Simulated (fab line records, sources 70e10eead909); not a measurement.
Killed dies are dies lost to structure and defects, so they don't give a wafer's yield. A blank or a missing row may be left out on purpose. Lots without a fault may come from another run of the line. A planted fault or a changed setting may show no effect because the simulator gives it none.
fab line records | flow nand_harc
record lots=6 wafers=18 last_day=33
route steps=1302 shown A_CONTACT@990 END@1302
lots that met no fault: from a run of the same line without faults
start_h: hours from the record's first day to the start of the lot's first wafer shown | wait_h: hours since the lot's step before | " the same as in the row above | L1.1+2: a row that stands for several wafers | - no value, or no start given | * or withheld: withheld | < > ~ a bound
route shown NAME@n: a module of which the file shows steps, and the number in the route of the first | usual: mean/standard deviation of fault-free wafers | same: alike in all rows | chamber/n: place in a boat | sites: the reading at each site | _std_site: their standard deviation | _edge_site: outer sites' mean less inner sites' | radius_mm: how far each site lies from the wafer's centre | mask NAME#n: copy n | behind: the tool/chamber that last shaped the wafer | hold: why the lot was held/for how many hours/how that ended | device: the transistor (n, p or np) that didn't switch | end of line: the same wafers' tests at the end of the route | a step without rows: its recipe alone | killed: dies lost to structure and defects at the first sort, not the wafer's yield | map: a wafer's dies, x killed, . not, _ none there
set.NAME: the setting as run; set.NAME@STEP: as run at that earlier step | model.NAME: the simulator's own value behind a step, which no gauge read
lots at some steps of the route; a table a step, a row a wafer
services: from which hour (start_h, from the record's first day; less than 0 if before it) a tool's chamber was out of use, for how many hours, and why
## steps
# step NHARC_A_CONTACT_COAT_35
# recipe temp_c=225 time_s=65
# step NHARC_A_CONTACT_COAT_36
# recipe spin_rpm=1500 resist_thk_nm=90
# step NHARC_A_CONTACT_SOFTBAKE_37
# recipe temp_c=105 time_s=55
# step NHARC_A_CONTACT_EBR_38
# step NHARC_A_CONTACT_EXPOSE_39
# recipe na=1.35 sigma_outer=0.8 dose_mj=58.79 mask_id=A_CC_3
# step NHARC_A_CONTACT_PEB_40
# recipe peb_temp_c=100 peb_time_s=65
# step NHARC_A_CONTACT_DEVELOP_41
# recipe develop_time_s=35 dev_temp_c=23
# step NHARC_A_CONTACT_CD_MEAS_42
# recipe target_cd_nm=300 landing_energy_ev=500
# usual cd_nm=300.0/0.62
# columns lot.wafer tool chamber start_h wait_h cd_nm
L140.1 cd_sem-01 0 499.16 - 299.4
L140.4 " 0 " " 300.5
L140.5 " 0 " " 299.9
L144.1 cd_sem-03 0 552.30 - 300.0
L144.2 " 0 " " 299.9
L144.5 " 0 " " 299.8
L152.1 cd_sem-01 0 608.13 - 299.5
L152.3 " 0 " " 300.6
L152.6 " 0 " " 300.0
L151.1 cd_sem-01 0 617.88 - 300.1
L151.4 " 0 " " 299.9
L151.6 " 0 " " 299.6
L153.3 cd_sem-02 0 632.11 - 299.2
L153.4 " 0 " " 300.8
L153.5 " 0 " " 300.3
L160.3 cd_sem-03 0 710.66 - 299.7
L160.5 " 0 " " 298.7
L160.6 " 0 " " 300.5
# step NHARC_A_CONTACT_OVL_MEAS_43
# usual overlay_x_nm=-0.1/0.78 overlay_y_nm=-0.2/0.9
# columns lot.wafer tool chamber start_h wait_h overlay_x_nm overlay_y_nm
L140.1 overlay-02 - 499.25 - 0.2 -1.1
L140.4 " - " " 0.4 -1.4
L140.5 " - " " 0.8 -0.3
L144.1 overlay-02 - 552.39 - 1.4 1.1
L144.2 " - " " 1.2 1.3
L144.5 " - " " 1.4 0.5
L152.1 overlay-02 - 608.22 - 1.1 1.3
L152.3 " - " " 1.0 1.7
L152.6 " - " " 1.0 1.1
L151.1 overlay-01 - 617.97 - -0.1 -0.1
L151.4 " - " " -0.2 -0.6
L151.6 " - " " -0.3 0.1
L153.3 overlay-02 - 632.20 - 0.2 -0.2
L153.4 " - " " -0.7 0.1
L153.5 " - " " -0.6 0.7
L160.3 overlay-02 - 710.74 - -0.2 0.3
L160.5 " - " " -0.9 0.3
L160.6 " - " " 0.3 0.9
# step NHARC_A_CONTACT_INSPECT_44
# usual raw_defect_count=71/40
# columns lot.wafer tool chamber start_h wait_h raw_defect_count
L140.1 defect_inspect-02 - 499.29 0.0 138
L140.4 " - " " 156
L140.5 " - " " 119
L144.1 defect_inspect-02 - 552.43 0.0 117
L144.2 " - " " 115
L144.5 " - " " 116
L152.1 defect_inspect-01 - 608.26 0.0 23
L152.3 " - " " 17
L152.6 " - " " 25
L151.1 defect_inspect-02 - 618.00 0.0 40
L151.4 " - " " 46
L151.6 " - " " 40
L153.3 defect_inspect-01 - 632.24 0.0 68
L153.4 " - " " 65
L153.5 " - " " 63
L160.3 defect_inspect-02 - 710.78 0.0 51
L160.5 " - " " 73
L160.6 " - " " 59
# step NHARC_A_CONTACT_DESCUM_47
# recipe time_s=3 o2_flow_sccm=200 ar_flow_sccm=0 bias_power_w=0 chemistry=O2
# usual chamber_pressure_mTorr=60.00/0.052 drypump_motor_current_A=5.8/0.47 mfc_ar_sccm=0.016/0.014 oes_product_au=1.001/0.011 rf_vpp_V=57.8/0.95 showerhead_plenum_p_Torr=1.90/0.08 throttle_valve_pct=11.311/0.0085
# columns lot.wafer tool chamber start_h wait_h chamber_pressure_mTorr drypump_motor_current_A mfc_ar_sccm oes_product_au rf_hours_counter_h rf_vpp_V showerhead_plenum_p_Torr throttle_valve_pct
L140.4 rie_diel-08 3 499.35 0.1 59.99 5.7 0 1.009 16 59.1 1.95 11.298
L140.1 " 0 " " 60.06 6.3 0.024 0.991 18 56.0 1.87 11.304
L140.5 " 0 " " 60.00 6.3 0.024 0.996 - 56.1 1.87 11.320
L144.2 rie_diel-02 3 552.50 0.1 60.00 4.7 0.039 1.005 53 58.4 1.91 11.319
L144.1 " 1 " " 60.03 6.4 0.022 0.995 51 56.7 2.06 11.319
L144.5 " 2 " " 60.11 5.4 0.008 1.001 - 57.5 1.90 11.303
L152.3 rie_diel-08 1 608.33 0.1 60.03 6.0 0 0.975 6 56.9 1.86 11.318
L152.1 " 3 " " 60.12 5.7 0 1.002 8 57.8 1.94 11.302
L152.6 " 1 " " 59.96 6.0 0 0.996 - 58.7 1.86 11.309
L151.1 rie_diel-02 0 618.06 0.1 60.04 5.2 0 1.021 14 57.9 1.95 11.296
L151.4 " 1 " " 60.02 6.4 0.022 1.003 12 58.7 2.05 11.311
L151.6 " 0 " " 59.93 5.3 0 1.015 - 59.1 1.95 11.308
L153.4 rie_diel-08 3 632.30 0.1 59.91 5.7 0 1.000 12 57.8 1.94 11.299
L153.3 " 1 " " 60.08 6.0 0 0.997 10 57.7 1.86 11.324
L153.5 " 2 " " 60.07 6.1 0.035 1.012 - 58.4 1.79 11.302
L160.3 rie_diel-02 0 710.84 0.1 60.07 5.3 0 1.003 50 58.1 1.94 11.319
L160.6 " 0 " " 60.04 5.2 0 1.000 - 58.0 1.94 11.316
L160.5 " 1 " " 60.04 6.4 0.022 0.994 - 59.1 2.04 11.310
# step NHARC_A_CONTACT_ETCH_48
# recipe target_depth_a=390 over_etch_frac=0.3 time_s=65 ion_energy_ev=80 cf4_flow_sccm=150 ar_flow_sccm=0 rf_w=300 bias_w=100 chemistry=CF4
# usual cf4_flow_sccm=150.0/0.46 chamber_pressure_mTorr=50.00/0.048 drypump_motor_current_A=5.8/0.47 mfc_ar_sccm=0.016/0.014 oes_product_au=1.001/0.011 rf_vpp_V=151.0/1.1 showerhead_plenum_p_Torr=1.75/0.067 throttle_valve_pct=13.283/0.0088
# columns lot.wafer tool chamber start_h wait_h cf4_flow_sccm chamber_pressure_mTorr drypump_motor_current_A mfc_ar_sccm oes_product_au rf_hours_counter_h rf_vpp_V showerhead_plenum_p_Torr throttle_valve_pct
L140.4 rie_diel-08 1 499.43 0.1 150.0 50.05 6.0 0 1.010 17 151.0 1.73 13.301
L140.1 " 0 " " 149.8 49.97 6.3 0.024 0.996 18 151.1 1.73 13.281
L140.5 " 1 " " 150.0 50.05 6.0 0 1.011 - 150.6 1.73 13.284
L144.1 rie_diel-02 3 552.58 0.1 149.9 49.86 4.7 0.039 0.995 53 150.3 1.77 13.285
L144.2 " 2 " " 150.1 50.01 5.4 0.008 1.005 47 151.4 1.76 13.293
L144.5 " 0 " " 149.8 50.00 5.2 0 0.998 - 153.2 1.81 13.297
L152.1 rie_diel-08 1 608.41 0.1 150.3 50.02 6.0 0 0.978 6 150.5 1.72 13.268
L152.3 " 0 " " 149.3 50.04 6.3 0.024 0.988 8 152.3 1.72 13.281
L152.6 " 1 " " 150.2 49.95 6.0 0 0.985 - 152.0 1.73 13.269
L151.4 rie_diel-02 1 618.16 0.1 149.8 49.97 6.4 0.022 0.991 12 151.0 1.89 13.272
L151.1 " 3 " " 150.9 49.96 4.7 0.039 0.998 14 151.8 1.76 13.280
L151.6 " 0 " " 150.0 50.06 5.3 0 1.006 - 151.8 1.80 13.278
L153.4 rie_diel-08 1 632.38 0.1 150.2 50.05 6.0 0 0.990 10 151.9 1.72 13.289
L153.3 " 3 " " 149.9 49.95 5.7 0 0.996 12 151.8 1.79 13.270
L153.5 " 2 " " 149.7 49.99 6.1 0.035 1.007 - 150.3 1.66 13.281
L160.3 rie_diel-02 1 710.94 0.1 150.2 50.01 6.4 0.022 0.991 46 153.5 1.88 13.288
L160.5 " 2 " " 149.5 49.92 5.4 0.008 1.000 - 149.8 1.74 13.275
L160.6 " 3 " " 149.4 49.95 4.7 0.039 1.008 - 149.7 1.75 13.267
# step NHARC_A_CONTACT_ETCH_49
# recipe target_depth_a=2600 over_etch_frac=0.3 time_s=475.3 ion_energy_ev=200 n2_flow_sccm=150 h2_flow_sccm=150 ar_flow_sccm=0 rf_w=400 bias_w=150 chemistry=N2/H2
# usual chamber_pressure_mTorr=29.996/0.028 drypump_motor_current_A=5.8/0.46 h2_flow_sccm=150.0/0.46 mfc_ar_sccm=0.016/0.014 oes_product_au=1.001/0.0096 rf_vpp_V=430.1/2.5 showerhead_plenum_p_Torr=2.03/0.089 throttle_valve_pct=14.171/0.0093
# columns lot.wafer tool chamber start_h wait_h chamber_pressure_mTorr drypump_motor_current_A h2_flow_sccm mfc_ar_sccm oes_product_au rf_hours_counter_h rf_vpp_V showerhead_plenum_p_Torr throttle_valve_pct
L140.4 rie_diel-08 0 499.56 - 30.019 6.3 149.5 0.024 1.000 18 428.4 1.99 14.166
L140.1 " 1 " " 30.012 6.0 150.2 0 1.007 18 430.8 1.99 14.192
L140.5 " 3 " " 30.000 5.7 149.9 0 0.999 - 431.6 2.07 14.158
L144.2 rie_diel-02 0 552.67 - 30.029 5.3 150.3 0 0.993 47 432.9 2.09 14.164
L144.1 " 2 " " 30.010 5.4 150.5 0.008 1.014 47 429.9 2.02 14.190
L144.5 " 0 " " 29.998 5.3 149.8 0 1.005 - 430.9 2.09 14.167
L152.3 rie_diel-08 0 608.57 - 30.036 6.3 75.6 0.024 0.981 8 429.4 1.72 13.092
L152.1 " 1 " " 29.956 6.0 74.8 0 0.992 6 429.7 1.72 13.089
L152.6 " 3 " " 29.985 5.7 75.0 0 1.008 - 430.1 1.79 13.083
L151.4 rie_diel-02 2 618.28 - 29.975 5.4 150.6 0.008 1.005 13 428.8 2.02 14.169
L151.1 " 0 " " 30.001 5.3 150.6 0 1.008 14 431.4 2.08 14.165
L151.6 " 1 " " 30.018 6.4 149.9 0.022 0.992 - 435.9 2.19 14.177
L153.3 rie_diel-08 0 632.54 - 29.979 6.3 75.2 0.024 0.988 12 428.3 1.72 13.087
L153.4 " 1 " " 29.961 6.0 75.4 0 0.991 10 429.0 1.72 13.089
L153.5 " 2 " " 30.002 6.1 75.4 0.035 1.006 - 427.4 1.65 13.089
L160.3 rie_diel-02 0 711.08 - 30.017 5.3 149.9 0 1.006 50 431.0 2.07 14.178
L160.6 " 2 " " 30.027 5.4 149.5 0.008 1.006 - 429.0 2.01 14.186
L160.5 " 3 " " 30.028 4.7 151.0 0.039 1.009 - 431.5 2.02 14.166
# step NHARC_A_CONTACT_ETCH_50
# recipe target_depth_a=1210 time_s=60.5 cf4_flow_sccm=100 chf3_flow_sccm=30 ar_flow_sccm=0 rf_w=500 bias_w=200 chemistry=CF4/CHF3
# usual cf4_flow_sccm=100.0/0.31 chamber_pressure_mTorr=24.998/0.024 drypump_motor_current_A=5.8/0.46 mfc_ar_sccm=0.016/0.014 oes_product_au=0.952/0.022 rf_vpp_V=370.3/2.2 showerhead_plenum_p_Torr=1.56/0.063 throttle_valve_pct=16.803/0.0091
# columns lot.wafer tool chamber start_h wait_h cf4_flow_sccm chamber_pressure_mTorr drypump_motor_current_A mfc_ar_sccm oes_product_au rf_hours_counter_h rf_vpp_V showerhead_plenum_p_Torr throttle_valve_pct
L140.1 rie_diel-08 0 - - 100.5 25.032 6.3 0.024 0.925 18 369.4 1.54 16.806
L140.4 " 1 " " 100.2 25.001 6.0 0 0.928 18 369.8 1.54 16.822
L140.5 " 0 " " 99.8 24.950 6.3 0.024 0.910 - 370.3 1.54 16.808
L144.1 rie_diel-02 1 - - 99.5 25.020 6.4 0.022 0.926 52 373.6 1.69 16.800
L144.2 " 0 " " 100.2 25.011 5.3 0 0.927 48 371.4 1.61 16.798
L144.5 " 2 " " 99.7 25.013 5.4 0.008 0.931 - 369.4 1.56 16.798
L152.1 rie_diel-08 0 - - 100.1 24.987 6.3 0.024 0.954 8 369.5 1.53 16.792
L152.3 " 1 " " 99.8 24.992 6.0 0 0.953 6 368.5 1.53 16.804
L152.6 " 3 " " 99.7 25.020 5.7 0 0.971 - 372.5 1.59 16.801
L151.4 rie_diel-02 1 - - 99.5 24.972 6.4 0.022 0.965 12 374.4 1.68 16.822
L151.1 " 3 " " 100.2 24.972 4.7 0.039 0.983 14 369.9 1.57 16.801
L151.6 " 1 " " 99.8 24.978 6.4 0.022 0.952 - 373.8 1.68 16.806
L153.3 rie_diel-08 3 - - 100.2 25.015 5.7 0 0.954 12 371.3 1.59 16.812
L153.4 " 0 " " 100.3 24.981 6.3 0.024 0.955 12 369.0 1.53 16.798
L153.5 " 3 " " 99.8 24.983 5.7 0 0.945 - 371.9 1.59 16.797
L160.3 rie_diel-02 0 - - 100.4 24.996 5.2 0 0.921 50 369.9 1.60 16.786
L160.5 " 1 " " 99.9 25.026 6.4 0.022 0.922 - 373.3 1.67 16.796
L160.6 " 2 " " 100.0 25.018 5.4 0.008 0.919 - 368.8 1.55 16.797
# step NHARC_END_SORT_01
# recipe temp_c=25
# usual killed_at_array=46/16 killed_at_other=0.9/1.3 killed_at_periphery=4.1/3 killed_dies=51/17 killed_open=3.5/1.8 killed_short=2.5/1.8
# same gross_dies=677
# columns lot.wafer tool chamber start_h wait_h killed_at_array killed_at_other killed_at_periphery killed_dies killed_open killed_short
L160.3 prober-02 0 784.70 3.1 35 4 1 40 4 2
L160.5 prober-02 0 786.28 3.7 45 0 4 49 5 2
L160.6 prober-02 0 787.07 4.0 54 1 8 63 4 2
# killed by level:class
L160.3 A_SLIT:chamber_film_flake=15 A_CONTACT:chamber_film_flake=7 THIN_TSV:chamber_film_flake=4 A_STAIRCASE:chamber_film_flake=4 A_BLC:geometric_particle:open=2 A_CHANNEL_HOLE_D1:unspecified=2 A_SOURCE_PLATE:geometric_particle:short=1 A_CHANNEL_FILL_D2:geometric_particle:open=1
L160.5 A_SLIT:chamber_film_flake=19 A_CONTACT:chamber_film_flake=7 A_CHANNEL_HOLE_D1:chamber_film_flake=5 A_M0:chamber_film_flake=4 A_STAIRCASE:chamber_film_flake=3 A_CHANNEL_HOLE_D2:geometric_particle:open=2 P_CONTACT:geometric_particle:open=1 A_CHANNEL_FILL_D1:geometric_particle:open=1
L160.6 A_SLIT:chamber_film_flake=25 A_CONTACT:chamber_film_flake=14 A_M0:chamber_film_flake=6 P_CONTACT:chamber_film_flake=3 A_CHANNEL_HOLE_D1:unspecified=3 A_ONON_D1:geometric_particle:short=2 P_GATE:chamber_film_flake=2 P_M0:geometric_particle:open=1
## services
# columns tool chamber start_h hours kind
rie_diel-08 0 475.54 - clean
rie_diel-08 1 475.54 - clean
rie_diel-08 2 475.54 - clean
rie_diel-08 3 475.54 - clean
rie_diel-02 0 476.80 - clean
rie_diel-02 1 476.80 - clean
rie_diel-02 2 476.80 - clean
rie_diel-02 3 476.80 - clean
rie_diel-02 2 477.98 4.5 repair
rie_diel-02 2 488.79 12.6 repair
rie_diel-02 0 499.98 5.0 repair
rie_diel-08 0 500.23 - clean
rie_diel-08 1 500.23 - clean
rie_diel-08 2 500.23 - clean
rie_diel-08 3 500.23 - clean
rie_diel-02 1 501.48 - clean
rie_diel-02 2 501.48 - clean
rie_diel-02 3 501.48 - clean
rie_diel-08 0 524.73 - clean
rie_diel-08 1 524.73 - clean
rie_diel-08 - 544.80 9.0 pm
rie_diel-08 1 569.57 13.0 repair
rie_diel-02 - 570.85 9.0 pm
rie_diel-08 3 681.75 2.5 repair
## key
first_sign step=NHARC_A_CONTACT_ETCH_49 reading=h2_flow_sccm direction=down sigmas=99+ usual=150.0 struck=75.2
effect step=NHARC_A_CONTACT_ETCH_49 reading=throttle_valve_pct direction=down sigmas=99+ usual=14.171 struck=13.088
met_at NHARC_A_CONTACT_ETCH_49
struck_wafers L152.1,L152.3,L152.6,L153.3,L153.4,L153.5
tester_left_out L152,L153
onset_between 499.56 608.57
fault kind=process_parameter_drift tool=rie_diel-08 chamber=- onset_h=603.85 steps=NHARC_A_CONTACT_ETCH_49 channel=h2_flow_sccm offset=-75 shape=step end_h=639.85 acts_in=these_recipes_only stated=150
# tester_left_out: of these lots the tester's yield and bins aren't shown, on N5 and GAA mostly nor the transistor test; their killed dies are dies lost to structure and defects alone, not to doping, threshold or leakage, so they don't give the yield
